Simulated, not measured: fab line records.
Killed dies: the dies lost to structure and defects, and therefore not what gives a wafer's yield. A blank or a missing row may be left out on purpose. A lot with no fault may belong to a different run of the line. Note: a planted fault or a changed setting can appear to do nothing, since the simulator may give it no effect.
Comparing a struck lot with a sound one || flow n5-finfet || 15 steps out of a route of 1938
Sound: wafers L169.3, L169.5, L169.6. Wafers struck: L186.3, L186.4, L186.6. The cause comes at the end.
Order at every step that has rows: each side's tool, ch and its chambers, its first start. Under that, the readings that differ: sound wafers || struck wafers || difference of the means || sigmas: that difference in standard deviations of wafers without a fault.
alike: readings with means less than 2 such deviations apart, plus words and numbers identical on both sides. not compared: withheld readings, readings lacking a value on some wafer, bounds such as >300 that could conceal the same value, and numbers that have no deviation in the record and whose values overlap.
Wherever a step has rows on one side only, a row that says differs or no value, or a row with sigmas, the two part there. When numbers do not overlap yet have no deviation, they are printed without sigmas and do not part them. A reading missing from all wafers of one side parts the sides only when that side holds two or more wafers.

N5_BEOL_M5_PRE_CLEAN_77: time 15 s.
  sound on cvd-co-02 ch 0,1,2, day 9 21:23; struck on cvd-co-01 ch 1,2, day 14 07:23
  alike: heater-power-w, rf-fwd-power-W
N5_BEOL_M5_CO_CAP_78: material Co, precursor CCTBA/H2, target thk 2 nm, time 102.1 s.
  sound on cvd-co-02 ch 0,1,2, day 9 21:25; struck on cvd-co-01 ch 1,2, day 14 07:25
  alike: heater-power-w
then, 1 step without rows for these wafers: N5_BEOL_M5_PRE_CLEAN_55 (time 15 s).
N5_BEOL_M5_DEP_56: deposits SiCN from 3MS/NH3, target thk 8 nm, time 14 s.
  sound on pecvd-02 ch 0,1, day 9 21:32; struck on pecvd-03 ch 0,1, day 14 07:32
  alike: rf-fwd-power-W, showerhead-plenum-p-Torr, throttle-valve-pct
N5_BEOL_M5_RS_MEAS_57: uses a four-point probe to measure.
  sound on film-metro-01 at day 9 21:36; struck on film-metro-01 at day 14 07:37
  alike: M5_RS
N5_BEOL_M5_INSPECT_58: inspects for defects (darkfield).
  sound on defect-inspect-02 at day 9 21:38; struck on defect-inspect-02 at day 14 07:38
  alike: raw-defect-count
then, 2 steps without rows for these wafers: N5_BEOL_M6_ILD_DEP_00 (deposits SiCOH lowk from DEMS/porogen, target thk 179.75 nm, time 33.4 s); N5_BEOL_M6_CURE_74 (cures SiCOH lowk, time 240 s).
N5_BEOL_M6_THK_MEAS_01:
  sound on film-metro-01 at day 9 22:14; struck on film-metro-01 at day 14 08:15
  alike: M6_ILD_THK
N5_BEOL_M6_PECVD_70: deposits SiO2 from TEOS/O2, target thk 20 nm, time 22.7 s.
  sound on pecvd-01 ch 0,2, day 9 22:17; struck on pecvd-01 ch 0,2, day 14 08:18
  alike: heater-power-w, rf-fwd-power-W, showerhead-plenum-p-Torr, throttle-valve-pct
N5_BEOL_M6_HM_DEP_02: deposits TiN, target thk 20 nm.
  sound on pvd-sputter-03 at day 9 23:10; struck on pvd-sputter-02 at day 14 09:45
  alike: throttle-valve-pct
then, 1 step without rows for these wafers: N5_BEOL_M6_COAT_59 (time 60 s, resist thk 100 nm).
N5_BEOL_M6_COAT_60: time 60 s, resist thk 35 nm.
  sound on litho-track-03 ch 0, day 9 23:17; struck on litho-track-03 ch 0, day 14 09:53
{"reading": "heater-power-total-W (W)", "sound": "426.7 425.1 424.4", "struck": "470.9 472.1 474.2", "difference": "+47.0", "sigmas": "+21"}
{"reading": "plate-temp-C (C)", "sound": "220.06 220.08 220.16", "struck": "238.69 238.72 238.82", "difference": "+18.64", "sigmas": "+99 or more"}
then, 1 step without rows for these wafers: N5_BEOL_M6_COAT_05 (resist thk 90 nm).
-- here the record skips 4 days between the struck wafers' starts before and after, leaving off in module BEOL_M6 and picking up in module PASSIVATION (first step shown: number 1936 of the route) --
N5_PASSIVATION_PROBE_49:
  record: rows for the struck wafers here (prober-01, day 17 23:08), none for the sound ones

## WHERE THEY PART
Earliest at N5_BEOL_M6_COAT_60; latest, in this record, at N5_PASSIVATION_PROBE_49.

WHY: what the simulator had put in
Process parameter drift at N5_BEOL_M6_COAT_60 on litho-track-03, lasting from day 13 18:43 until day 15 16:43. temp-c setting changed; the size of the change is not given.
